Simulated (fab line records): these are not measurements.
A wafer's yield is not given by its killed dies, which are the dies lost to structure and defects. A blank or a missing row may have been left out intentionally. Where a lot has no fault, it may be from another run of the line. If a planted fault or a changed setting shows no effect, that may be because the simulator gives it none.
Problem report, 8D (eight disciplines) form, completed by code || flow nand-harc || the parts of the form that need people (team, actions taken, sign-off) are left out

## 1. WHAT IS WRONG
killed-at-periphery at NHARC_END_SORT_01 reads a mean of 68.0 on 1 wafer of 1 lot; wafers without a fault read 4.0 with a standard deviation of 2.6. That puts it +25 standard deviations away from the usual mean.
Seen first at day 27 12:02 on prober-02, wafer L881.2. Wafers with a number at this step in the record: 32, from 11 lots. The rule behind "out" and "out of limits": a value lying over 4 standard deviations away from the usual mean. The other wafers with a number count as sound.

## 2. WHAT IT IS AND WHAT IT IS NOT
{"question": "which readings at this step", "is": "killed-at-periphery, killed-dies", "is not": "killed-at-array, killed-at-other, killed-open, killed-short"}
{"question": "which lots", "is": "L881", "is not": "L873, L874, L875, L889, L890, L891, L892, L893, L894, L895"}
{"question": "which wafers of those lots", "is": "L881.2", "is not": "L881.4"}
{"question": "read on which gauges", "is": "prober-02", "is not": "prober-01"}
{"question": "when", "is": "from day 27 12:02", "is not": "up to then (9 sound wafers); but 22 sound wafers of L881, L889, L890, L891, L892, L893, L894, L895 came after"}

## 3. SUSPECTS, AND WHAT RULES EACH OUT
Counting: any tool at a process step up to the reading remains a suspect provided it ran every lot that is out. Sound lots after the first of them don't rule it out here, since some wafers of a struck lot are sound.
- the gauge at NHARC_END_SORT_01: kept. All the wafers that are out were read on prober-02, and no step on other tools shows them out.
- hdpcvd-01 at NHARC_P_STI_HDPCVD_20 (deposits SiO2): kept. The lot that is out, L881, ran on it at day 7 00:38; the last sound lot it ran before that was L875, at day 4 14:11.
- pecvd-01 at NHARC_THIN_TSV_DEP_47 (deposits SiO2, target thk 200 nm): kept. The lot that is out, L881, ran on it at day 26 21:50; the last sound lot it ran before that was L873, at day 24 16:47.
- At NHARC_THIN_TSV_DEP_47 on pecvd-01, chamber 1 took the sound wafers of the same lots and chamber 2 took the wafers that are out.
After the count, these remain: hdpcvd-01 at NHARC_P_STI_HDPCVD_20, pecvd-01 at NHARC_THIN_TSV_DEP_47 and prober-02 at NHARC_END_SORT_01.

## 4. THE CAUSE (what the simulator had put in)
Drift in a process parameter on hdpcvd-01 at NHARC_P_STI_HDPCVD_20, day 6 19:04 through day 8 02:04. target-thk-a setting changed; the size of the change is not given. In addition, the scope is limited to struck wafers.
This tool is one of the 3 suspects left after counting.

## 5. THE EFFECT CHAIN, in route order
Rows list readings where the struck wafers' mean (over those with a number) sits beyond 3 standard deviations from the usual. Scope: only readings with a usual standard deviation given in the record; hours: median across lots of the time from each lot's start at the first step in this table that gives one to its start at this step; sigmas: change in usual standard deviations.
{"hours": 0, "step": "NHARC_END_SORT_01", "reading": "killed-at-periphery", "usual": 4.0, "on struck wafers": 68.0, "change": "+64.0", "sigmas": "+25"}
{"hours": 0, "step": "NHARC_END_SORT_01", "reading": "killed-dies", "usual": 62, "on struck wafers": 140, "change": "+78", "sigmas": "+4.1"}

## 6. WHAT WOULD HAVE CAUGHT IT SOONER
497 hours passed between the start of the fault at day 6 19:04 and the first reading out of limits at a measuring or inspecting step in this record, taken at day 27 12:02.
Lots out: 1; all had begun NHARC_P_STI_HDPCVD_20 on hdpcvd-01 by day 27 12:02. A hold on the tool at that time would have spared none of them.
